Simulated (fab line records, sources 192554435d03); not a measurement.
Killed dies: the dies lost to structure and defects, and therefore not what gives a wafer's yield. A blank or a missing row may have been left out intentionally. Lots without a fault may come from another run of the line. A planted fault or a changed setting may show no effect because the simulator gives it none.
Comparing a struck lot with a sound one | flow n5-finfet | 16 out of 1938 route steps
Sound: wafers L366.1, L366.5, L366.6. Wafers struck: L378.3, L378.4, L378.6. The cause is given at the end.
For every step that has rows: the tool of each side, followed by ch and its chambers, followed by its first start. Under that, the readings that differ: sound wafers | struck wafers | difference of the means | sigmas: that difference in standard deviations of wafers without a fault.
alike: words and numbers the same on both sides, and readings whose means are apart by under 2 such deviations; not compared: readings that were withheld, readings missing a value for some wafer, numbers with overlapping values and no deviation given by the record, and bounds like >300 which may hide the same value.
Wherever a step has rows on one side only, a row that says differs or no value, or a row with sigmas, the two part there. When numbers do not overlap yet have no deviation, they are printed without sigmas and do not part them. A reading that every wafer of one side lacks parts them only if that side has two wafers or more.

N5_FIN_SAQP_ETCH_34: etches SiO2 in C4F6/O2, target depth 45 nm, time 15 s.
  sound on rie-diel-05 ch 0,1,2, day 4 19:41; struck on rie-diel-05 ch 0,2,3, day 7 20:03
  alike: drypump-motor-current-A, etch-rf-on-time-s, oes-product-au, rf-vpp-V, showerhead-plenum-p-Torr, throttle-valve-pct
  not compared: rf-hours-counter-h
N5_FIN_SAQP_STRIP_77: strips in N2/H2, time 90 s.
  sound on rie-diel-05 ch 0,1,2, day 4 19:43; struck on rie-diel-05 ch 0,2,3, day 7 20:04
  alike: drypump-motor-current-A, oes-product-au, rf-vpp-V, showerhead-plenum-p-Torr, throttle-valve-pct
  not compared: rf-hours-counter-h
N5_FIN_SAQP_HM_CD_35 targets a cd of 8 nm.
  sound on cd-sem-03 at day 4 19:50; struck on cd-sem-02 at day 7 20:12
  alike: cd-nm
N5_FIN_SAQP_ETCH_64: etches SiO2 in CF4, target depth 1.5 nm.
  sound on rie-si-05 ch 0,1,2, day 4 19:53; struck on rie-si-05 ch 0,1,2, day 7 20:14
  alike: drypump-motor-current-A, oes-product-au, throttle-valve-pct
  not compared: rf-hours-counter-h
N5_FIN_SAQP_FIN_ETCH_36: etches the open film in HBr/Cl2/O2, target depth 120 nm, time 50.4 s.
  sound on rie-si-05 ch 0,1,2, day 4 19:55; struck on rie-si-05 ch 0,1,2, day 7 20:16
  alike: drypump-motor-current-A, oes-product-au, throttle-valve-pct
  not compared: rf-hours-counter-h
N5_FIN_SAQP_CD_MEAS_37 targets a cd of 8 nm.
  sound on cd-sem-02 at day 4 20:01; struck on cd-sem-03 at day 7 20:23
  alike: cd-nm
then, 3 steps without rows for these wafers: N5_FIN_SAQP_PRECLEAN_38 (cleans in O3/DIW, time 45 s); N5_FIN_SAQP_PRECLEAN_45 (cleans in dHF, time 10 s); N5_FIN_SAQP_SRD_39 (time 30 s).
N5_FIN_SAQP_OCD_MEAS_76:
  sound on ocd-01 at day 4 20:07; struck on ocd-02 at day 7 20:29
  alike: trench-depth-nm
N5_FIN_SAQP_INSPECT_40: inspects for defects (brightfield).
  sound on defect-inspect-02 at day 4 20:09; struck on defect-inspect-02 at day 7 20:31
  alike: raw-defect-count
then, 1 step without rows for these wafers: N5_FIN_CUT_COAT_18 (time 60 s, resist thk 230 nm).
N5_FIN_CUT_COAT_19: time 60 s, resist thk 20 nm.
  sound on litho-track-02 ch 0, day 4 20:11; struck on litho-track-02 ch 0, day 7 20:33
  reading          | sound             | struck            | difference | sigmas
  run-length-s (s) | 66.46 66.68 66.44 | 69.55 69.59 69.42 | +2.99      | +11
  alike: exhaust-pa, resist-line-temp-C
then, 1 step without rows for these wafers: N5_FIN_CUT_COAT_29 (time 60 s, resist thk 10 nm).
-- here the record skips 8 days between the struck wafers' starts before and after, leaving off in module FIN_CUT and picking up in module BEOL_M4 (first step shown: number 1111 of the route) --
N5_BEOL_M4_RC_MEAS_101:
  sound on prober-01 ch 0, day 11 14:42; struck on prober-02 ch 0, day 15 15:43
  reading   | sound          | struck         | difference | sigmas
  VT_P (mV) | -244 -245 -245 | -251 -255 -250 | -7         | -2
  alike: DIBL_N, DIBL_P, IOFF_N, IOFF_P, ION_N, ION_P, SS_N, SS_P, VT_N
following that, these wafers have no rows for 1 step: N5_PASSIVATION_PROBE_49.

## WHERE THEY PART
Last at N5_BEOL_M4_RC_MEAS_101 as far as this record goes, first at N5_FIN_CUT_COAT_19.

WHY: the cause the simulator had injected
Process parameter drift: litho-track-02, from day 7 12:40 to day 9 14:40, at N5_FIN_CUT_COAT_19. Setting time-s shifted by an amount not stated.
